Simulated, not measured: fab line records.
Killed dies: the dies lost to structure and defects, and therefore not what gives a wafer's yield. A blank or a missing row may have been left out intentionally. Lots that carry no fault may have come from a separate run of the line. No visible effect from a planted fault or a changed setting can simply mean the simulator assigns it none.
fab line records	flow nand-harc
record lots=12	wafers=36	last-day=33
route steps=1302 shown A_CONTACT@1046 END@1302
lots that met no fault: taken from a fault-free run of the same line
start-h: the number of hours between the record's first day and the start of the first shown wafer of the lot	wait-h: how many hours have passed since the lot's step before this one	" unchanged from the row above	L1.1+2: one row covering several wafers at once	- value missing, or start not given	* or withheld: withheld	< > ~ a bound
route shown NAME@n: NAME is a module with steps in the file, n the number in the route of the first one	usual: mean/standard deviation of fault-free wafers	same: alike in all rows	chamber/n: place in a boat	sites: the reading at each site	_std_site: how widely they spread, as a standard deviation	_edge_site: outer sites' mean less inner sites'	radius-mm: for every site, how far away it sits from the centre of the wafer	mask NAME#n: copy n	behind: the tool/chamber that last shaped the wafer	hold: the reason the lot was held/the length of the hold in hours/how it ended	device: names the non-switching transistor (n, p or np)	end of line: the tests these same wafers got at the end of their route	where a step has no rows: the recipe by itself	killed: not the wafer's yield, but the dies lost to structure and defects at the first sort	map: dies across one wafer; x = killed, . = not, _ = none there
set.NAME: the run value of the setting; set.NAME@STEP: its run value at that earlier step	model.NAME: the simulator's own value behind a step, which no gauge read
steps of the route over a sample of lots; a table a step, a row a wafer
services: the hour from which a tool's chamber was out of use, counted from the record's first day as start-h (under 0 if before that day), plus the number of hours and why
## steps
# step NHARC_A_CONTACT_ETCH_78
# recipe target-depth-a=53000	over-etch-frac=0.3	time-s=1378	ion-energy-ev=150	o2-flow-sccm=400	cos-flow-sccm=20	ar-flow-sccm=0	rf-w=500	bias-w=300	chemistry=O2/COS
# usual drypump-motor-current-A=5.6/0.53	oes-product-au=0.999/0.01	rf-fwd-power-W=499.4/1.6	rf-vpp-V=315.4/1.9	showerhead-plenum-p-Torr=3.21/0.12	throttle-valve-pct=28.330/0.0088
lot.wafer	tool	chamber	start-h	wait-h	drypump-motor-current-A	oes-product-au	rf-fwd-power-W	rf-hours-counter-h	rf-vpp-V	showerhead-plenum-p-Torr	throttle-valve-pct
L421.4	rie-diel-11	3	-	-	5.7	0.991	497.8	10	317.1	3.37	28.321
L421.2	"	1	"	"	5.8	0.990	499.9	12	317.4	3.37	28.339
L421.6	"	0	"	"	5.5	0.988	500.4	-	314.1	3.20	28.327
L420.2	rie-diel-09	0	-	-	6.1	0.988	500.4	2	315.6	3.29	28.330
L420.3	"	2	"	"	5.0	0.984	498.6	1	318.1	3.37	28.322
L420.1	"	3	"	"	4.7	0.999	499.7	1	313.5	3.12	28.319
L425.1	rie-diel-11	0	-	-	5.5	1.002	498.9	19	315.4	3.19	28.335
L425.4	"	3	"	"	5.8	1.007	496.1	18	317.1	3.36	28.324
L425.5	"	0	"	"	5.5	0.992	499.1	-	315.8	3.19	28.316
L427.3	rie-diel-11	0	-	-	5.5	0.995	500.5	21	315.3	3.19	28.338
L427.2	"	1	"	"	5.8	0.994	500.3	21	316.9	3.36	28.335
L427.5	"	3	"	"	5.7	1.000	498.6	-	317.1	3.36	28.332
L430.1	rie-diel-02	2	-	-	5.7	1.004	501.5	3	316.0	3.15	28.341
L430.3	"	0	"	"	6.7	1.009	498.4	3	317.1	3.29	28.323
L430.6	"	1	"	"	6.3	0.999	497.5	-	313.9	3.15	28.333
L434.2	rie-diel-11	3	-	-	5.8	1.016	497.2	3	319.6	3.36	28.341
L434.4	"	1	"	"	5.8	0.986	499.1	3	318.3	3.36	28.327
L434.5	"	3	"	"	5.7	1.009	497.8	-	317.6	3.36	28.348
L436.4	rie-diel-11	0	-	-	5.6	1.002	501.3	5	315.2	3.19	28.329
L436.1	"	1	"	"	5.8	0.988	497.3	7	317.1	3.35	28.336
L436.3	"	3	"	"	5.8	1.013	497.6	8	318.1	3.35	28.322
L439.1	rie-diel-11	3	-	-	5.7	1.012	498.9	12	316.7	3.35	28.319
L439.3	"	1	"	"	5.8	1.003	494.6	12	317.6	3.35	28.325
L439.5	"	2	"	"	5.7	1.000	499.8	-	314.5	3.20	28.334
L440.4	rie-diel-02	2	-	-	5.7	0.998	499.6	32	313.9	3.14	28.329
L440.2	"	0	"	"	6.8	1.008	498.2	34	316.6	3.28	28.331
L440.6	"	3	"	"	4.9	0.991	500.5	-	313.4	2.95	28.326
L441.4	rie-diel-11	2	-	-	5.7	0.995	501.6	15	314.4	3.20	28.326
L441.2	"	0	"	"	5.5	1.021	501.5	15	315.3	3.18	28.327
L441.5	"	1	"	"	5.7	0.999	499.2	-	317.3	3.35	28.329
L442.4	rie-diel-09	0	-	-	6.2	1.017	499.8	13	315.8	3.25	28.313
L442.5	"	1	"	"	6.2	0.999	499.2	-	313.2	3.05	28.333
L442.6	"	2	"	"	5.0	0.991	500.4	-	317.0	3.33	28.332
L443.3	rie-diel-11	3	-	-	5.7	1.006	500.0	17	315.6	3.35	28.327
L443.4	"	1	"	"	5.8	1.002	498.2	18	317.0	3.35	28.338
L443.2	"	2	"	"	5.7	0.994	500.0	16	315.2	3.20	28.334
# step NHARC_A_CONTACT_ETCH_124
# recipe source-w=withheld	pressure-mtorr=20	bias-v=withheld	time-s=140	target-depth-a=7000	ar-flow-sccm=withheld	c4f8-flow-sccm=withheld	o2-flow-sccm=withheld	chemistry=C4F8/O2/Ar
lot.wafer	tool	chamber	start-h	wait-h	rf-hours-counter-h
L421.2	har-cap-etch-01	0	516.75	-	0
L421.4	"	0	"	"	-
L421.6	"	1	"	"	-
L420.1	har-cap-etch-03	0	517.34	-	42
L420.2	"	1	"	"	42
L420.3	"	1	"	"	-
L425.1	har-cap-etch-03	0	548.66	-	49
L425.4	"	0	"	"	-
L425.5	"	0	"	"	-
L427.2	har-cap-etch-02	0	567.14	-	101
L427.3	"	0	"	"	-
L427.5	"	1	"	"	-
L430.1	har-cap-etch-01	1	590.68	-	11
L430.3	"	0	"	"	-
L430.6	"	0	"	"	-
L434.2	har-cap-etch-03	0	638.40	-	67
L434.4	"	0	"	"	-
L434.5	"	0	"	"	-
L436.1	har-cap-etch-03	1	676.26	-	70
L436.4	"	0	"	"	-
L436.3	"	1	"	"	-
L439.1	har-cap-etch-02	0	691.10	-	125
L439.3	"	0	"	"	-
L439.5	"	1	"	"	-
L440.2	har-cap-etch-01	1	692.04	-	30
L440.4	"	0	"	"	-
L440.6	"	0	"	"	-
L441.2	har-cap-etch-02	0	714.66	-	130
L441.4	"	0	"	"	-
L441.5	"	1	"	"	-
L442.4	har-cap-etch-03	1	718.05	-	-
L442.6	"	1	"	"	-
L442.5	"	0	"	"	-
L443.2	har-cap-etch-01	1	720.91	-	36
L443.4	"	0	"	"	-
L443.3	"	1	"	"	-
# step NHARC_A_CONTACT_ETCH_127
# recipe source-w=withheld	pressure-mtorr=20	bias-v=3000	time-s=197	target-depth-a=19180	ar-flow-sccm=withheld	c4f8-flow-sccm=withheld	o2-flow-sccm=withheld	chemistry=C4F8/O2/Ar
lot.wafer	tool	chamber	start-h	wait-h	rf-hours-counter-h
L421.2	har-cap-etch-01	0	517.30	0.1	0
L421.4	"	0	"	"	-
L421.6	"	1	"	"	-
L420.1	har-cap-etch-03	0	517.90	0.1	43
L420.2	"	1	"	"	43
L420.3	"	1	"	"	-
L425.1	har-cap-etch-03	0	549.21	0.1	50
L425.4	"	0	"	"	-
L425.5	"	0	"	"	-
L427.2	har-cap-etch-02	0	567.69	0.1	102
L427.3	"	0	"	"	-
L427.5	"	1	"	"	-
L430.1	har-cap-etch-01	1	591.23	0.1	12
L430.3	"	0	"	"	-
L430.6	"	0	"	"	-
L434.2	har-cap-etch-03	0	639.13	0.2	67
L434.4	"	0	"	"	-
L434.5	"	0	"	"	-
L436.1	har-cap-etch-03	1	676.82	0.1	71
L436.4	"	0	"	"	-
L436.3	"	1	"	"	-
L439.1	har-cap-etch-02	0	691.65	0.1	125
L439.3	"	0	"	"	-
L439.5	"	1	"	"	-
L440.2	har-cap-etch-01	1	692.60	0.1	30
L440.4	"	0	"	"	-
L440.6	"	0	"	"	-
L441.2	har-cap-etch-02	0	715.22	0.1	131
L441.4	"	0	"	"	-
L441.5	"	1	"	"	-
L442.4	har-cap-etch-03	1	718.60	0.1	-
L442.6	"	1	"	"	-
L442.5	"	0	"	"	-
L443.2	har-cap-etch-01	1	721.45	0.1	37
L443.4	"	0	"	"	-
L443.3	"	1	"	"	-
# step NHARC_A_CONTACT_ETCH_106
# recipe target-depth-a=900	overetch-a=90	time-s=49.5	ion-energy-ev=100	cf4-flow-sccm=80	o2-flow-sccm=20	ar-flow-sccm=0	rf-w=300	bias-w=100	chemistry=CF4/O2
# usual drypump-motor-current-A=5.7/0.43	oes-product-au=0.998/0.011	rf-fwd-power-W=296.2/1.5	rf-vpp-V=198.8/1.1	showerhead-plenum-p-Torr=1.39/0.05	throttle-valve-pct=13.398/0.0096
lot.wafer	tool	chamber	start-h	wait-h	drypump-motor-current-A	oes-product-au	rf-fwd-power-W	rf-hours-counter-h	rf-vpp-V	showerhead-plenum-p-Torr	throttle-valve-pct
L421.4	rie-diel-11	3	519.64	0.1	5.8	1.016	294.3	11	199.7	1.44	13.400
L421.2	"	1	"	"	5.7	1.006	295.0	13	198.8	1.44	13.392
L421.6	"	2	"	"	5.7	1.006	298.2	-	198.5	1.38	13.410
L420.3	rie-diel-11	2	520.53	0.1	5.7	0.997	296.4	13	198.7	1.38	13.405
L420.1	"	3	"	"	5.7	0.993	293.5	12	200.8	1.44	13.401
L420.2	"	0	"	"	5.5	1.000	297.1	12	198.3	1.37	13.405
L425.4	rie-diel-11	2	551.53	0.1	5.7	0.999	295.9	18	197.9	1.37	13.402
L425.1	"	0	"	"	5.5	0.995	296.4	20	198.0	1.37	13.386
L425.5	"	3	"	"	5.7	1.013	296.6	-	199.1	1.44	13.395
L427.2	rie-diel-11	2	570.08	0.1	5.7	0.999	296.3	21	198.4	1.37	13.404
L427.3	"	1	"	"	5.7	0.943	297.1	21	199.0	1.44	13.399
L427.5	"	1	"	"	5.7	1.003	297.1	-	199.4	1.44	13.375
L430.3	rie-diel-11	1	593.57	0.1	5.7	0.946	299.2	24	199.6	1.44	13.400
L430.1	"	2	"	"	5.7	0.936	298.3	25	200.0	1.37	13.386
L430.6	"	0	"	"	5.5	0.981	296.5	-	198.0	1.37	13.397
L434.4	rie-diel-02	3	641.99	0.0	5.0	0.982	295.6	19	196.8	1.26	13.399
L434.2	"	0	"	"	6.8	1.002	293.1	18	199.9	1.41	13.383
L434.5	"	0	"	"	6.7	1.004	294.4	-	199.3	1.41	13.389
L436.1	rie-diel-11	0	679.40	0.2	5.5	1.007	295.8	6	197.3	1.36	13.417
L436.4	"	1	"	"	5.7	1.004	297.7	9	198.6	1.44	13.396
L436.3	"	3	"	"	5.7	1.014	295.7	9	198.0	1.44	13.397
L439.3	rie-diel-11	2	693.99	0.1	5.7	0.994	296.6	11	199.1	1.37	13.390
L439.1	"	3	"	"	5.7	1.020	295.5	12	199.5	1.44	13.423
L439.5	"	0	"	"	5.5	1.010	294.7	-	199.1	1.36	13.382
L440.2	rie-diel-11	3	694.93	0.1	5.8	1.018	295.8	12	200.4	1.44	13.390
L440.4	"	0	"	"	5.5	1.011	295.6	11	197.4	1.36	13.412
L440.6	"	2	"	"	5.7	0.996	297.3	-	199.0	1.37	13.393
L441.4	rie-diel-11	0	717.57	0.1	5.5	1.006	296.5	15	197.6	1.36	13.401
L441.2	"	1	"	"	5.8	0.987	298.4	17	200.0	1.44	13.388
L441.5	"	3	"	"	5.7	1.007	293.9	-	200.4	1.44	13.394
L442.4	rie-diel-09	2	720.91	0.1	4.9	1.000	297.9	18	200.5	1.43	13.392
L442.6	"	0	"	"	6.2	0.999	297.8	-	198.5	1.39	13.398
L442.5	"	1	"	"	6.2	1.002	297.1	-	196.9	1.30	13.396
L443.2	rie-diel-11	3	723.79	0.1	5.7	1.004	294.8	19	199.8	1.44	13.393
L443.3	"	0	"	"	5.5	1.018	295.4	17	198.8	1.36	13.399
L443.4	"	2	"	"	5.7	0.992	294.6	17	199.8	1.37	13.396
# step NHARC_END_SORT_01
# recipe temp-c=25
# usual killed-at-array=55/23	killed-at-other=1.0/1.2	killed-at-periphery=3.2/2.7	killed-dies=59/23	killed-open=3.1/1.6	killed-short=2.2/1.5
# same gross-dies=677
lot.wafer	tool	chamber	start-h	wait-h	killed-at-array	killed-at-other	killed-at-periphery	killed-dies	killed-open	killed-short
L427.2	prober-01	0	624.69	2.8	39	0	4	43	2	5
L427.3	prober-01	0	625.49	3.1	189	1	2	192	4	3
L427.5	prober-01	0	627.10	3.7	30	0	5	35	3	2
L430.1	prober-02	0	649.63	2.5	222	4	4	230	6	3
L430.3	prober-02	0	651.25	3.1	194	4	2	200	2	2
L430.6	prober-02	0	653.68	4.1	69	4	2	75	1	5
L434.2	prober-02	0	699.41	6.6	47	0	1	48	3	2
L434.4	prober-02	0	701.01	7.2	66	0	4	70	5	5
L434.5	prober-02	0	701.81	7.5	43	0	6	49	3	3
L436.3	prober-01	0	736.58	3.1	69	1	2	72	3	3
# killed by level:class
L427.2 A_CHANNEL_HOLE_D2:chamber-film-flake=18 A_WL_FILL:chamber-film-flake=6 A_CHANNEL_FILL_D1:chamber-film-flake=3 P_STI:chamber-film-flake=2 A_STAIRCASE:chamber-film-flake=2 P_CONTACT:geometric-particle:open=1 A_DECK1_JOINT:geometric-particle:short=1 A_ONON_D2:geometric-particle:short=1
L427.3 A_CONTACT:area-etch=155 A_CHANNEL_HOLE_D2:chamber-film-flake=9 A_CHANNEL_HOLE_D1:chamber-film-flake=5 A_WL_FILL:chamber-film-flake=4 A_CONTACT:chamber-film-flake=3 P_STI:chamber-film-flake=2 A_CHANNEL_FILL_D1:chamber-film-flake=2 A_DECK1_JOINT:chamber-film-flake=2
L427.5 A_CHANNEL_HOLE_D2:chamber-film-flake=8 A_CHANNEL_HOLE_D1:chamber-film-flake=6 A_DECK1_JOINT:chamber-film-flake=4 A_CONTACT:chamber-film-flake=4 P_STI:chamber-film-flake=3 A_WL_FILL:chamber-film-flake=3 P_GATE:geometric-particle:open=1 P_M2:geometric-particle:short=1
L430.1 A_CONTACT:area-etch=133 A_CHANNEL_HOLE_D1:chamber-film-flake=31 A_SLIT:chamber-film-flake=27 A_CHANNEL_HOLE_D2:chamber-film-flake=13 A_CHANNEL_FILL_D1:chamber-film-flake=4 A_CONTACT:chamber-film-flake=4 THIN_TSV:chamber-film-flake=4 A_WL_FILL:chamber-film-flake=2
L430.3 A_CONTACT:area-etch=121 A_SLIT:chamber-film-flake=26 A_CHANNEL_HOLE_D1:chamber-film-flake=22 A_CHANNEL_HOLE_D2:chamber-film-flake=12 A_CONTACT:chamber-film-flake=4 THIN_TSV:chamber-film-flake=4 A_WL_FILL:chamber-film-flake=3 A_M0:geometric-particle:short=2
L430.6 A_CHANNEL_HOLE_D1:chamber-film-flake=32 A_SLIT:chamber-film-flake=17 A_CHANNEL_HOLE_D2:chamber-film-flake=10 THIN_TSV:chamber-film-flake=3 A_ONON_D1:geometric-particle:short=2 P_GATE:chamber-film-flake=2 A_WL_FILL:chamber-film-flake=2 A_CHANNEL_FILL_D2:geometric-particle:short=1
L434.2 A_CHANNEL_HOLE_D1:chamber-film-flake=31 A_STAIRCASE:chamber-film-flake=3 A_CHANNEL_HOLE_D2:chamber-film-flake=2 A_M1:chamber-film-flake=2 A_ONON_D1:geometric-particle:open=1 A_DECK1_JOINT:geometric-particle:open=1 A_CHANNEL_FILL_D2:geometric-particle:short=1 A_SGD_CUT:geometric-particle:short=1
L434.4 A_CHANNEL_HOLE_D1:chamber-film-flake=32 A_CONTACT:chamber-film-flake=7 A_STAIRCASE:chamber-film-flake=6 A_CHANNEL_HOLE_D2:chamber-film-flake=4 A_SLIT:chamber-film-flake=3 A_M1:chamber-film-flake=3 A_WL_FILL:geometric-particle:short=2 P_GATE:chamber-film-flake=2
L434.5 A_CHANNEL_HOLE_D1:chamber-film-flake=26 A_STAIRCASE:chamber-film-flake=4 A_CONTACT:chamber-film-flake=4 P_GATE:chamber-film-flake=3 A_WL_FILL:geometric-particle:short=2 A_SLIT:chamber-film-flake=2 P_M1:geometric-particle:short=1 A_CHANNEL_FILL_D1:geometric-particle:open=1
L436.3 A_CHANNEL_HOLE_D1:chamber-film-flake=28 A_SLIT:chamber-film-flake=26 A_CONTACT:chamber-film-flake=7 A_ONON_D2:geometric-particle:open=2 A_CHANNEL_HOLE_D2:chamber-film-flake=2 A_DECK1_JOINT:geometric-particle:short=1 A_WL_FILL:geometric-particle:short=1 A_WL_FILL:geometric-particle:open=1
## services
tool	chamber	start-h	hours	kind
har-cap-etch-01	-	497.00	17.0	pm
rie-diel-09	-	497.17	9.0	pm
rie-diel-11	0	515.03	-	clean
rie-diel-11	1	515.03	-	clean
rie-diel-11	2	515.03	-	clean
rie-diel-11	3	515.03	-	clean
rie-diel-11	0	539.53	-	clean
rie-diel-11	1	539.53	-	clean
rie-diel-11	2	539.53	-	clean
rie-diel-11	3	539.53	-	clean
rie-diel-09	1	539.60	45.0	repair
har-cap-etch-01	-	558.80	24.6	repair
rie-diel-11	0	564.03	-	clean
rie-diel-11	1	564.03	-	clean
rie-diel-11	2	564.03	-	clean
rie-diel-11	3	564.03	-	clean
rie-diel-11	0	568.61	6.3	repair
rie-diel-02	-	570.88	9.0	pm
rie-diel-09	0	589.90	6.2	repair
rie-diel-11	-	609.53	9.0	pm
rie-diel-11	0	659.83	12.7	repair
rie-diel-09	-	674.17	9.0	pm
rie-diel-02	1	717.94	7.2	repair
rie-diel-09	-	722.18	0.6	repair
## key
first-sign step=NHARC_A_CONTACT_ETCH_106	reading=oes-product-au	direction=down	sigmas=5.1	usual=0.998	struck=0.942
effect step=NHARC_END_SORT_01	reading=killed-dies	direction=up	sigmas=6.5	usual=59	struck=207
more-kills-born-at NHARC_A_CONTACT_ETCH_106@rie-diel-11=409
met-at NHARC_A_CONTACT_ETCH_106
struck-lots L427,L430
struck-wafers L427.3,L430.1,L430.3
tester-left-out L427,L430
not-acting-at NHARC_A_CONTACT_ETCH_78,NHARC_A_CONTACT_ETCH_124,NHARC_A_CONTACT_ETCH_127
onset-between 551.53 570.08
fault kind=process-parameter-drift	tool=rie-diel-11	chamber=-	onset-h=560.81	steps=NHARC_A_CONTACT_ETCH_106	channel=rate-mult	offset=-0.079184	shape=step	end-h=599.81	scope=struck-wafers-only
# tester-left-out: of these lots the tester's yield and bins aren't shown, on N5 and GAA mostly nor the transistor test; their killed dies are dies lost to structure and defects alone, not to doping, threshold or leakage, so they don't give the yield
